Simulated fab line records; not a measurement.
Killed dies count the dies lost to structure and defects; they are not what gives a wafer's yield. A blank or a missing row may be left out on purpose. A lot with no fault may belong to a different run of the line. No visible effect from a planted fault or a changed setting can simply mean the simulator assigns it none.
fab line records | flow n5_finfet
record: lots: 10 | wafers: 30 | last_day: 19
route steps=1938 shown BEOL_M2@920 TV_OPEN@1887 PAD_METAL@1894 PASSIVATION@1929
lots with no fault: from the same line, run without faults
start_h: hours from the record's first day to the start of the lot's first wafer shown | wait_h: hours elapsed since this lot's preceding step | " as in the row above | L1.1+2: one row covering several wafers at once | - value missing, or start not given | * or withheld: withheld | < > ~ a bound
route shown NAME@n: a module of which the file shows steps, and the number in the route of the first | usual: the fault-free wafers' mean and standard deviation | same: alike in all rows | chamber/n: place in a boat | sites: readings site by site | _std_site: the standard deviation of these | _edge_site: mean of outer sites minus mean of inner sites | radius_mm: how far each site lies from the wafer's centre | mask NAME#n: copy n | behind: tool/chamber where the wafer was last shaped | hold: why the lot was held/for how many hours/how that ended | device: names the non-switching transistor (n, p or np) | end of line: at the end of the route, the tests of the same wafers | a step without rows: its recipe alone | killed: not the wafer's yield, but the dies lost to structure and defects at the first sort | map: per-die view of a wafer (x killed, . not killed, _ where there is no die)
set.NAME: the setting that was run; set.NAME@STEP: the one run at that earlier step | model.NAME: the simulator's own value behind a step, which no gauge read
the route's steps for a sample of lots (tables are steps, rows are wafers)
services: the hour from which a tool's chamber was out of use, counted from the record's first day as start_h (under 0 if before that day), plus the number of hours and why
== steps ==
step: N5_BEOL_M2_SPUTTER_96
recipe: material: Cu | target_thk_a: 45 | temp_c: -20 | chamber_pressure_pa: 0.07 | power_w: withheld | time_s: 8.29
usual: susceptor_temp_C: -19.98/0.1 | throttle_valve_pct: 29.6/1.4
lot.wafer | tool           | chamber | start_h | wait_h | susceptor_temp_C | throttle_valve_pct
L214.1    | pvd_sputter-01 | -       | 159.01  | 0.1    | -19.99           | 29.6
L214.2    | "              | -       | "       | "      | -20.02           | 28.7
L214.5    | "              | -       | "       | "      | -19.87           | 29.7
L217.1    | pvd_sputter-01 | -       | 193.12  | 0.1    | -19.99           | 29.8
L217.4    | "              | -       | "       | "      | -19.86           | 29.1
L217.5    | "              | -       | "       | "      | -19.97           | 30.9
L218.1    | pvd_sputter-02 | -       | 193.37  | 0.1    | -20.01           | 27.0
L218.5    | "              | -       | "       | "      | -19.93           | 31.2
L218.6    | "              | -       | "       | "      | -20.04           | 29.5
L222.2    | pvd_sputter-02 | -       | 208.83  | 0.1    | -19.90           | 31.1
L222.4    | "              | -       | "       | "      | -19.99           | 26.7
L222.5    | "              | -       | "       | "      | -20.11           | 27.0
L223.4    | pvd_sputter-02 | -       | 216.10  | 0.1    | -19.86           | 27.0
L223.5    | "              | -       | "       | "      | -20.04           | 28.9
L223.6    | "              | -       | "       | "      | -20.02           | 31.3
L224.1    | pvd_sputter-02 | -       | 225.75  | 0.1    | -19.98           | 29.5
L224.2    | "              | -       | "       | "      | -19.80           | 27.1
L224.4    | "              | -       | "       | "      | -20.15           | 31.2
L225.2    | pvd_sputter-02 | -       | 227.59  | 0.1    | -19.99           | 31.2
L225.3    | "              | -       | "       | "      | -20.03           | 27.2
L225.5    | "              | -       | "       | "      | -20.08           | 26.8
L230.2    | pvd_sputter-01 | -       | 292.79  | 0.1    | -19.88           | 29.4
L230.4    | "              | -       | "       | "      | -19.85           | 30.8
L230.6    | "              | -       | "       | "      | -19.88           | 29.6
L235.3    | pvd_sputter-03 | -       | 293.62  | 0.1    | -19.95           | 28.1
L235.4    | "              | -       | "       | "      | -19.96           | 32.5
L235.6    | "              | -       | "       | "      | -19.96           | 28.3
L236.2    | pvd_sputter-02 | -       | 306.57  | 0.1    | -20.11           | 27.2
L236.4    | "              | -       | "       | "      | -20.02           | 29.3
L236.6    | "              | -       | "       | "      | -19.98           | 31.2
step: N5_PASSIVATION_PASS_ETCH_74
recipe: chemistry: CF4/O2 | target: SiNx | target_depth_a: 2200 | time_s: 110 | ion_energy_ev: 100 | pressure_mtorr: 40 | source_w: 535 | bias_w: 49 | Ar_flow_sccm: 100 | cf4_flow_sccm: 100 | O2_flow_sccm: 10
usual: drypump_motor_current_A: 5.7/0.44 | oes_product_au: 0.79/0.08 | rf_fwd_power_W: 532.4/1.6 | rf_vpp_V: 240.9/1.8 | showerhead_plenum_p_Torr: 2.21/0.087 | throttle_valve_pct: 15.95/0.23
lot.wafer | tool        | chamber | start_h | wait_h | drypump_motor_current_A | oes_product_au | rf_fwd_power_W | rf_hours_counter_h | rf_vpp_V | showerhead_plenum_p_Torr | throttle_valve_pct
L214.1    | rie_diel-01 | 3       | 318.39  | 0.0    | 5.4                     | 0.70           | 533.4          | 229                | 243.8    | 2.26                     | 16.29
L214.2    | "           | 0       | "       | "      | 6.1                     | 0.70           | 535.4          | 221                | 240.1    | 2.27                     | 16.14
L214.5    | "           | 2       | "       | "      | 6.0                     | 0.87           | 531.4          | -                  | 242.0    | 2.33                     | 15.54
L217.1    | rie_diel-04 | 0       | 333.14  | 0.0    | 5.1                     | 0.78           | 531.3          | 109                | 238.9    | 2.13                     | 16.13
L217.4    | "           | 2       | "       | "      | 5.9                     | 0.96           | 530.9          | 8                  | 243.2    | 2.25                     | 15.55
L217.5    | "           | 3       | "       | "      | 6.5                     | 0.73           | 536.0          | -                  | 240.1    | 2.02                     | 15.94
L218.1    | rie_diel-01 | 3       | 339.18  | 0.0    | 5.4                     | 0.68           | 531.5          | 239                | 243.0    | 2.26                     | 16.33
L218.5    | "           | 3       | "       | "      | 5.4                     | 0.69           | 531.9          | -                  | 243.4    | 2.26                     | 16.33
L218.6    | "           | 0       | "       | "      | 6.1                     | 0.69           | 530.3          | -                  | 240.5    | 2.26                     | 16.16
L223.4    | rie_diel-01 | 0       | 356.18  | 0.1    | 6.1                     | 0.69           | 533.3          | -                  | 240.0    | 2.26                     | 16.15
L223.5    | "           | 0       | "       | "      | 6.1                     | 0.68           | 534.5          | -                  | 240.6    | 2.26                     | 16.16
L223.6    | "           | 1       | "       | "      | 5.8                     | 0.84           | 533.7          | -                  | 240.6    | 2.32                     | 16.08
L222.2    | rie_diel-01 | 0       | 366.42  | 0.0    | 6.1                     | 0.69           | 530.8          | 242                | 238.6    | 2.26                     | 16.17
L222.4    | "           | 2       | "       | "      | 6.0                     | 0.85           | 534.7          | 53                 | 241.4    | 2.32                     | 15.59
L222.5    | "           | 1       | "       | "      | 5.8                     | 0.83           | 533.7          | -                  | 239.3    | 2.32                     | 16.09
L224.1    | rie_diel-04 | 0       | 376.62  | 0.0    | 5.1                     | 0.76           | 533.1          | 125                | 240.0    | 2.13                     | 16.17
L224.2    | "           | 2       | "       | "      | 6.0                     | 0.93           | 532.5          | 23                 | 243.6    | 2.25                     | 15.57
L224.4    | "           | 1       | "       | "      | 5.5                     | 0.72           | 531.8          | 198                | 241.0    | 2.19                     | 16.03
L225.2    | rie_diel-04 | 2       | 399.91  | 0.0    | 6.0                     | 0.92           | 534.4          | 29                 | 244.3    | 2.24                     | 15.59
L225.3    | "           | 3       | "       | "      | 6.4                     | 0.71           | 531.2          | 193                | 238.4    | 2.02                     | 15.96
L225.5    | "           | 1       | "       | "      | 5.4                     | 0.70           | 533.4          | -                  | 240.5    | 2.19                     | 16.03
L236.2    | rie_diel-04 | 2       | 413.84  | 0.0    | 5.9                     | 0.91           | 533.6          | 32                 | 243.5    | 2.24                     | 15.57
L236.4    | "           | 0       | "       | "      | 5.1                     | 0.75           | 531.7          | 133                | 239.4    | 2.12                     | 16.19
L236.6    | "           | 1       | "       | "      | 5.5                     | 0.72           | 531.6          | -                  | 242.1    | 2.19                     | 16.05
L235.3    | rie_diel-01 | 0       | 444.73  | 0.0    | 6.1                     | 0.94           | 532.3          | 11                 | 239.7    | 2.25                     | 15.74
L235.4    | "           | 1       | "       | "      | 5.8                     | 0.81           | 534.4          | 105                | 239.8    | 2.31                     | 16.13
L235.6    | "           | 2       | "       | "      | 6.1                     | 0.81           | 531.6          | -                  | 242.5    | 2.31                     | 15.63
L230.2    | rie_diel-01 | 1       | 445.33  | 0.0    | 5.8                     | 0.80           | 532.5          | 105                | 239.9    | 2.31                     | 16.15
L230.4    | "           | 2       | "       | "      | 6.0                     | 0.80           | 533.4          | 83                 | 242.5    | 2.31                     | 15.63
L230.6    | "           | 3       | "       | "      | 5.4                     | 0.92           | 529.1          | -                  | 242.9    | 2.25                     | 15.91
step: N5_PASSIVATION_PRE_CLEAN_19
recipe: gas: H2/He | time_s: * | temp_c: *
usual: heater_power_w: 452/61 | susceptor_temp_C: *
lot.wafer | tool           | chamber | start_h | wait_h | heater_power_w | susceptor_temp_C
L214.1    | pvd_sputter-02 | -       | 319.17  | 0.0    | 385            | *
L214.2    | "              | -       | "       | "      | 410            | *
L214.5    | "              | -       | "       | "      | 479            | *
L217.1    | pvd_sputter-03 | -       | 335.56  | 0.0    | 491            | *
L217.4    | "              | -       | "       | "      | 451            | *
L217.5    | "              | -       | "       | "      | 525            | *
L218.1    | pvd_sputter-03 | -       | 339.74  | 0.0    | 336            | *
L218.5    | "              | -       | "       | "      | 498            | *
L218.6    | "              | -       | "       | "      | 524            | *
L223.4    | pvd_sputter-01 | -       | 357.10  | 0.0    | 438            | *
L223.5    | "              | -       | "       | "      | 494            | *
L223.6    | "              | -       | "       | "      | 457            | *
L222.2    | pvd_sputter-02 | -       | 367.29  | 0.0    | 412            | *
L222.4    | "              | -       | "       | "      | 465            | *
L222.5    | "              | -       | "       | "      | 410            | *
L224.1    | pvd_sputter-02 | -       | 377.63  | 0.0    | 384            | *
L224.2    | "              | -       | "       | "      | 459            | *
L224.4    | "              | -       | "       | "      | 415            | *
L225.2    | pvd_sputter-01 | -       | 402.13  | 0.0    | 431            | *
L225.3    | "              | -       | "       | "      | 596            | *
L225.5    | "              | -       | "       | "      | 433            | *
L236.2    | pvd_sputter-02 | -       | 414.64  | 0.0    | 409            | *
L236.4    | "              | -       | "       | "      | 376            | *
L236.6    | "              | -       | "       | "      | 388            | *
L235.3    | pvd_sputter-03 | -       | 445.65  | 0.0    | 517            | *
L235.4    | "              | -       | "       | "      | 345            | *
L235.6    | "              | -       | "       | "      | 506            | *
L230.2    | pvd_sputter-01 | -       | 446.39  | 0.0    | 500            | *
L230.4    | "              | -       | "       | "      | 433            | *
L230.6    | "              | -       | "       | "      | 461            | *
step: N5_PASSIVATION_PASS_ETCH_47
recipe: chemistry: CF4/O2 | target: SiNx | target_depth_a: 7700 | time_s: 385 | ion_energy_ev: 100 | pressure_mtorr: 40 | source_w: 535 | bias_w: 49 | Ar_flow_sccm: 100 | cf4_flow_sccm: 100 | O2_flow_sccm: 10
usual: drypump_motor_current_A: 5.7/0.49 | oes_product_au: 0.82/0.076 | rf_fwd_power_W: 534.3/1.7 | rf_vpp_V: 239.1/2 | showerhead_plenum_p_Torr: 2.18/0.073 | throttle_valve_pct: 15.87/0.23
lot.wafer | tool        | chamber | start_h | wait_h | drypump_motor_current_A | oes_product_au | rf_fwd_power_W | rf_hours_counter_h | rf_vpp_V | showerhead_plenum_p_Torr | throttle_valve_pct
L214.1    | rie_diel-06 | 2       | 322.30  | 0.0    | 5.6                     | 0.75           | 532.6          | 154                | 238.6    | 2.20                     | 15.81
L214.2    | "           | 3       | "       | "      | 4.9                     | 0.90           | 535.6          | 40                 | 243.5    | 2.16                     | 16.01
L214.5    | "           | 0       | "       | "      | 5.7                     | 0.86           | 533.6          | -                  | 242.1    | 2.15                     | 15.83
L217.1    | rie_diel-03 | 0       | 338.22  | 0.0    | 5.7                     | 0.69           | 533.9          | 233                | 234.7    | 2.09                     | 16.23
L217.4    | "           | 1       | "       | "      | 5.5                     | 0.88           | 534.5          | 47                 | 239.2    | 2.15                     | 15.94
L217.5    | "           | 1       | "       | "      | 5.5                     | 0.87           | 532.9          | -                  | 238.4    | 2.15                     | 15.93
L218.1    | rie_diel-06 | 1       | 342.21  | 0.0    | 5.8                     | 0.72           | 533.7          | 199                | 237.2    | 2.10                     | 16.15
L218.5    | "           | 2       | "       | "      | 5.5                     | 0.75           | 534.3          | -                  | 238.2    | 2.20                     | 15.80
L218.6    | "           | 1       | "       | "      | 5.8                     | 0.72           | 533.8          | -                  | 238.8    | 2.10                     | 16.17
L223.4    | rie_diel-06 | 1       | 360.13  | 0.0    | 5.8                     | 0.72           | 537.3          | 205                | 238.0    | 2.10                     | 16.18
L223.5    | "           | 2       | "       | "      | 5.5                     | 0.74           | 534.5          | -                  | 237.5    | 2.20                     | 15.83
L223.6    | "           | 3       | "       | "      | 4.9                     | 0.88           | 534.5          | -                  | 243.1    | 2.15                     | 16.05
L222.2    | rie_diel-05 | 2       | 370.05  | 0.0    | 6.3                     | 0.69           | 532.8          | 249                | 239.3    | 2.17                     | 16.15
L222.4    | "           | 3       | "       | "      | 5.4                     | 0.94           | 531.4          | 7                  | 237.0    | 2.17                     | 15.93
L222.5    | "           | 2       | "       | "      | 6.3                     | 0.69           | 534.4          | -                  | 240.0    | 2.17                     | 16.15
L224.1    | rie_diel-03 | 1       | 380.15  | 0.0    | 5.5                     | 0.85           | 533.7          | 62                 | 238.0    | 2.14                     | 15.97
L224.2    | "           | 0       | "       | "      | 5.7                     | 0.68           | 531.0          | 247                | 234.9    | 2.09                     | 16.27
L224.4    | "           | 2       | "       | "      | 5.8                     | 0.80           | 536.7          | 109                | 241.5    | 2.31                     | 15.88
L225.2    | rie_diel-06 | 2       | 404.90  | 0.0    | 5.6                     | 0.73           | 534.6          | 182                | 239.2    | 2.19                     | 15.85
L225.3    | "           | 3       | "       | "      | 4.9                     | 0.86           | 533.7          | 68                 | 242.2    | 2.15                     | 16.05
L225.5    | "           | 3       | "       | "      | 4.9                     | 0.86           | 534.8          | -                  | 241.6    | 2.15                     | 16.09
L236.2    | rie_diel-06 | 0       | 417.24  | 0.0    | 5.7                     | 0.82           | 532.2          | 82                 | 243.0    | 2.14                     | 15.87
L236.4    | "           | 1       | "       | "      | 5.8                     | 0.70           | 531.1          | 223                | 238.7    | 2.09                     | 16.20
L236.6    | "           | 3       | "       | "      | 4.9                     | 0.86           | 533.3          | -                  | 245.0    | 2.15                     | 16.09
L235.3    | rie_diel-05 | 2       | 448.53  | 0.0    | 6.3                     | 0.93           | 534.5          | 21                 | 237.4    | 2.16                     | 15.69
L235.4    | "           | 0       | "       | "      | 6.5                     | 0.80           | 533.6          | 109                | 237.8    | 2.13                     | 15.52
L235.6    | "           | 2       | "       | "      | 6.3                     | 0.92           | 535.0          | -                  | 239.1    | 2.16                     | 15.70
L230.2    | rie_diel-05 | 3       | 449.12  | 0.0    | 5.4                     | 0.86           | 536.9          | 40                 | 236.6    | 2.15                     | 16.00
L230.4    | "           | 1       | "       | "      | 6.5                     | 0.84           | 533.0          | 54                 | 238.8    | 2.33                     | 15.79
L230.6    | "           | 0       | "       | "      | 6.5                     | 0.80           | 533.8          | -                  | 238.3    | 2.13                     | 15.51
step: N5_PASSIVATION_PROBE_49
usual: defect_limited_yield: 91.1/1.4 | killed_at_M0_to_M3: 34/10 | killed_at_M4_up: 14/5.5 | killed_at_contacts: 12/5.1 | killed_at_front_end: 41/12 | killed_at_other: 4/3.1 | killed_dies: 105/17 | killed_on_rim: 13/3.7 | killed_open: 70/13 | killed_short: 33/7.6 | sort_bin_5_function: 5.3/0.98 | sort_bin_6_memory: 3.3/0.67 | sort_n_pass: 1075/17 | sort_yield_pct: 91.1/1.4
same: gross_dies: 1180 | killed_at_back_side: 0 | sort_bin_4_leakage[%]: 0 | sort_bin_8_speed[%]: 0
lot.wafer | tool      | chamber | start_h | wait_h | defect_limited_yield[%] | killed_at_M0_to_M3 | killed_at_M4_up | killed_at_contacts | killed_at_front_end | killed_at_other | killed_dies | killed_on_rim | killed_open | killed_short | sort_bin_5_function[%] | sort_bin_6_memory[%] | sort_n_pass | sort_yield_pct[%]
L223.4    | prober-01 | -       | 363.30  | 0.2    | 92.1                    | 34                 | 12              | 3                  | 44                  | 0               | 93          | 9             | 59          | 34           | 4.2                    | 3.1                  | 1087        | 92.1
L223.6    | prober-01 | -       | 363.40  | 0.3    | 90.7                    | 15                 | 9               | 10                 | 75                  | 1               | 110         | 9             | 72          | 38           | 5.6                    | 3.5                  | 1070        | 90.7
L224.1    | prober-02 | -       | 383.20  | 0.0    | 87.4                    | 42                 | 24              | 14                 | 62                  | 7               | 149         | 19            | 92          | 56           | 8.4                    | 3.8                  | 1031        | 87.4
L224.2    | prober-02 | -       | 383.25  | 0.1    | 92.2                    | 31                 | 16              | 12                 | 31                  | 2               | 92          | 12            | 60          | 32           | 4.8                    | 2.9                  | 1088        | 92.2
L224.4    | prober-02 | -       | 383.35  | 0.2    | 78.4                    | 162                | 25              | 16                 | 49                  | 3               | 255         | 28            | 77          | 38           | 13.1                   | 4.4                  | 925         | 78.4
L225.2    | prober-02 | -       | 407.97  | 0.1    | 79.3                    | 182                | 18              | 14                 | 25                  | 5               | 244         | 28            | 72          | 21           | 12.5                   | 3.6                  | 936         | 79.3
L225.3    | prober-02 | -       | 408.02  | 0.1    | 89.8                    | 37                 | 21              | 10                 | 47                  | 5               | 120         | 18            | 76          | 44           | 5.7                    | 4.1                  | 1060        | 89.8
L225.5    | prober-02 | -       | 408.12  | 0.2    | 89.8                    | 43                 | 12              | 9                  | 46                  | 10              | 120         | 11            | 92          | 28           | 6.2                    | 3.7                  | 1060        | 89.8
L235.3    | prober-01 | -       | 451.66  | 0.1    | 92.0                    | 32                 | 11              | 9                  | 41                  | 1               | 94          | 7             | 66          | 26           | 4.8                    | 2.9                  | 1086        | 92.0
L235.4    | prober-01 | -       | 451.71  | 0.2    | 91.9                    | 26                 | 16              | 11                 | 37                  | 5               | 95          | 9             | 61          | 34           | 4.7                    | 3.1                  | 1085        | 91.9
L235.6    | prober-01 | -       | 451.81  | 0.3    | 89.3                    | 54                 | 10              | 9                  | 52                  | 1               | 126         | 18            | 90          | 32           | 6.2                    | 4.4                  | 1054        | 89.3
L230.2    | prober-02 | -       | 452.18  | 0.1    | 91.8                    | 26                 | 9               | 27                 | 32                  | 3               | 97          | 18            | 71          | 25           | 5.2                    | 2.8                  | 1083        | 91.8
L230.4    | prober-02 | -       | 452.28  | 0.2    | 92.3                    | 31                 | 11              | 9                  | 25                  | 15              | 91          | 13            | 59          | 31           | 4.1                    | 3.4                  | 1089        | 92.3
L230.6    | prober-02 | -       | 452.38  | 0.3    | 92.3                    | 16                 | 19              | 12                 | 35                  | 9               | 91          | 14            | 63          | 26           | 4.5                    | 3.0                  | 1089        | 92.3
killed by level:class
L223.4 FIN_SAQP:geometric_particle:open=12 BEOL_M0_SAQP:geometric_particle:short=10 FIN_SAQP:geometric_particle:short=7 BEOL_M0_SAQP:geometric_particle:open=7 BEOL_M4:geometric_particle:open=5 STI_FIN_REVEAL:geometric_particle:open=4 BEOL_M1:geometric_particle:open=4 BEOL_M3:geometric_particle:open=4
L223.6 FIN_SAQP:geometric_particle:open=29 FIN_SAQP:geometric_particle:short=18 MOL_CONTACT_COAG:geometric_particle:open=7 ILD0:geometric_particle:short=5 DUMMY_GATE:geometric_particle:open=5 GATE_CUT:geometric_particle:short=4 BEOL_M5:geometric_particle:open=4 ILD0:geometric_particle:open=3
L224.1 BEOL_M0_SAQP:geometric_particle:open=16 STI_FIN_REVEAL:geometric_particle:open=14 BEOL_M0_SAQP:geometric_particle:short=12 FIN_SAQP:geometric_particle:open=11 FIN_SAQP:geometric_particle:short=10 BEOL_M4:geometric_particle:open=10 MOL_CONTACT_COAG:geometric_particle:open=10 GATE_CUT:geometric_particle:short=6
L224.2 BEOL_M0_SAQP:geometric_particle:short=11 MOL_CONTACT_COAG:geometric_particle:open=10 DUMMY_GATE:geometric_particle:open=8 BEOL_M4:geometric_particle:open=7 BEOL_M2:geometric_particle:open=6 GATE_CUT:geometric_particle:short=5 BEOL_M0_SAQP:geometric_particle:open=5 STI_FIN_REVEAL:geometric_particle:open=4
L224.4 BEOL_M2:unspecified=139 FIN_SAQP:geometric_particle:open=12 MOL_CONTACT_COAG:geometric_particle:open=12 BEOL_M4:geometric_particle:open=11 DUMMY_GATE:geometric_particle:open=10 GATE_CUT:geometric_particle:short=8 BEOL_M0_SAQP:geometric_particle:open=7 BEOL_M0_SAQP:geometric_particle:short=5
L225.2 BEOL_M2:unspecified=151 MOL_CONTACT_COAG:geometric_particle:open=14 BEOL_M2:geometric_particle:open=14 BEOL_M4:geometric_particle:open=8 DUMMY_GATE:geometric_particle:open=7 BEOL_M0:geometric_particle:open=5 FIN_SAQP:geometric_particle:open=4 FIN_SAQP:geometric_particle:short=4
L225.3 FIN_SAQP:geometric_particle:short=14 BEOL_M4:geometric_particle:open=13 BEOL_M3:geometric_particle:open=10 GATE_CUT:geometric_particle:short=9 MOL_CONTACT_COAG:geometric_particle:open=9 STI_FIN_REVEAL:geometric_particle:open=7 BEOL_M0_SAQP:geometric_particle:short=7 FIN_SAQP:geometric_particle:open=6
L225.5 STI_FIN_REVEAL:geometric_particle:open=15 BEOL_M2:geometric_particle:open=14 MOL_CONTACT_COAG:geometric_particle:open=9 BEOL_M4:geometric_particle:open=8 DUMMY_GATE:geometric_particle:open=7 BEOL_M0_SAQP:geometric_particle:short=7 BEOL_M0_SAQP:geometric_particle:open=7 BEOL_M3:geometric_particle:open=6
L235.3 FIN_SAQP:geometric_particle:open=11 STI_FIN_REVEAL:geometric_particle:open=11 BEOL_M3:geometric_particle:open=8 BEOL_M3:geometric_particle:short=8 MOL_CONTACT_COAG:geometric_particle:open=7 BEOL_M2:geometric_particle:open=6 GATE_CUT:geometric_particle:open=5 GATE_CUT:geometric_particle:short=4
L235.4 MOL_CONTACT_COAG:geometric_particle:open=9 BEOL_M1:geometric_particle:open=7 FIN_SAQP:geometric_particle:short=6 STI_FIN_REVEAL:geometric_particle:open=6 BEOL_M3:geometric_particle:open=6 BEOL_M5:geometric_particle:open=6 GATE_CUT:geometric_particle:open=4 BEOL_M0_SAQP:geometric_particle:short=4
L235.6 STI_FIN_REVEAL:geometric_particle:open=17 BEOL_M3:geometric_particle:open=13 FIN_SAQP:geometric_particle:open=12 BEOL_M1:geometric_particle:open=11 MOL_CONTACT_COAG:geometric_particle:open=8 BEOL_M0:geometric_particle:open=7 FIN_SAQP:geometric_particle:short=6 BEOL_M0_SAQP:geometric_particle:open=6
L230.2 MOL_CONTACT_COAG:geometric_particle:open=25 BEOL_M2:geometric_particle:open=10 FIN_SAQP:geometric_particle:open=7 BEOL_M3:geometric_particle:open=7 FIN_SAQP:geometric_particle:short=5 STARTING-WAFER:geometric_particle:open=5 GATE_CUT:geometric_particle:short=4 BEOL_M0_SAQP:geometric_particle:short=4
L230.4 BEOL_M2:geometric_particle:open=15 FIN_SAQP:geometric_particle:open=8 MOL_CONTACT_COAG:geometric_particle:open=8 BEOL_M4:geometric_particle:open=8 FIN_SAQP:geometric_particle:short=7 BEOL_M2:geometric_particle:short=6 BEOL_M0_SAQP:geometric_particle:short=4 BEOL_M3:geometric_particle:open=3
L230.6 MOL_CONTACT_COAG:geometric_particle:open=9 FIN_SAQP:geometric_particle:open=8 STI_FIN_REVEAL:geometric_particle:open=7 GATE_CUT:geometric_particle:short=5 BEOL_M0_SAQP:geometric_particle:open=5 BEOL_M3:geometric_particle:open=5 BEOL_M4:geometric_particle:open=4 FIN_SAQP:geometric_particle:short=3
== services ==
tool           | chamber | start_h | hours | kind
rie_diel-05    | -       | 156.79  | 2.8   | pm
rie_diel-03    | 2       | 170.07  | 2.4   | repair
rie_diel-01    | 2       | 178.02  | 2.6   | repair
rie_diel-04    | 1       | 187.68  | 4.9   | repair
rie_diel-01    | 2       | 195.10  | 8.9   | repair
rie_diel-05    | -       | 223.81  | 28.1  | pm
rie_diel-05    | 1       | 267.39  | 5.0   | repair
rie_diel-04    | 2       | 277.44  | 9.6   | repair
rie_diel-04    | 1       | 286.58  | 5.8   | repair
rie_diel-01    | -       | 296.25  | 0.3   | repair
rie_diel-05    | 1       | 299.46  | 2.0   | repair
rie_diel-06    | 1       | 299.65  | 16.4  | repair
rie_diel-03    | -       | 322.24  | 2.8   | pm
rie_diel-01    | 1       | 325.84  | 14.7  | repair
rie_diel-01    | 3       | 351.08  | 6.8   | repair
rie_diel-01    | 2       | 353.35  | 6.6   | repair
pvd_sputter-03 | -       | 358.43  | 1.8   | repair
rie_diel-01    | 3       | 380.41  | -     | clean
rie_diel-01    | 3       | 380.41  | -     | consumable_replace:focus_ring
rie_diel-04    | -       | 384.72  | 0.3   | repair
rie_diel-05    | 3       | 390.05  | 2.9   | repair
pvd_sputter-03 | -       | 400.31  | 4.1   | repair
rie_diel-05    | 2       | 421.86  | 4.9   | repair
rie_diel-04    | 0       | 422.95  | 14.3  | repair
== key ==
first_sign: step: N5_PASSIVATION_PROBE_49 | reading: killed_at_M0_to_M3 | direction: up | sigmas: 14 | usual: 34 | struck: 172
effect: step: N5_PASSIVATION_PROBE_49 | reading: killed_dies | direction: up | sigmas: 8.5 | usual: 105 | struck: 250
more_kills_born_at: N5_BEOL_M2_SPUTTER_96@pvd_sputter-02: 290
met_at N5_BEOL_M2_SPUTTER_96
struck_lots L224,L225
struck_wafers L224.4,L225.2
not_acting_at N5_PASSIVATION_PASS_ETCH_74,N5_PASSIVATION_PRE_CLEAN_19,N5_PASSIVATION_PASS_ETCH_47
onset_between 208.83 225.75
fault: kind: chamber_particle_source | tool: pvd_sputter-02 | chamber: - | onset_h: 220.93 | steps: N5_BEOL_M2_SPUTTER_96 | rate_per_visit_cm2: 2.211 | end_h: 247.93 | scope: struck_wafers_only
